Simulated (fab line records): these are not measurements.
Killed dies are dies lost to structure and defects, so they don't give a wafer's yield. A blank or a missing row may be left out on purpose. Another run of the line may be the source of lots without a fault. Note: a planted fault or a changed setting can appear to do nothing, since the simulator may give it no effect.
Matching of chambers | flow n5-finfet | 3 sister chambers for N5_BEOL_M8_CURE_74 on uv-cure-02
The step cures SiCOH lowk, time 240 s. 3 wafers are shown with their chamber, then 8 later ones without.

## WAFERS WITH THEIR CHAMBER
wafer  | chamber | wafer_temp_C_max
L077.5 | 0       | 388.7
L092.6 | 2       | 386.3
L087.1 | 1       | 387.1

## WAFERS WITHOUT THEIR CHAMBER
wafer  | wafer_temp_C_max
L087.2 | 387.0
L087.3 | 387.3
L086.3 | 386.8
L086.4 | 387.3
L086.5 | 388.2
L097.1 | 387.2
L097.3 | 387.8
L097.6 | 387.7

## WHICH CHAMBER EACH ONE RAN IN
wafer  | from the rows above          | in truth
L087.2 | can't be placed: 1 or 2      | 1
L087.3 | can't be placed: 1 or 2      | 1
L086.3 | can't be placed: 1 or 2      | 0
L086.4 | can't be placed: 1 or 2      | 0
L086.5 | can't be placed: 0 or 1      | 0
L097.1 | can't be placed: 1 or 2      | 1
L097.3 | can't be placed: 1 or 0 or 2 | 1
L097.6 | can't be placed: 1 or 0 or 2 | 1
Placed correctly: 0 of 8. From these rows, 8 cannot be placed; in 6 the true chamber is one of the candidates. Placed wrongly: 0.
How it was worked out, from the rows above alone: a wafer's distance from a chamber is the root of the sum, over the readings, of the square of ((its reading less the chamber's mean) divided by the reading's scatter). The wafer belongs to the nearest chamber; if the next one is less than 2 further off, it can't be placed. A chamber's mean is the mean of its shown wafers. The scatter: root of mean squared gap, hidden wafer to nearest shown wafer, with one shown wafer a chamber.
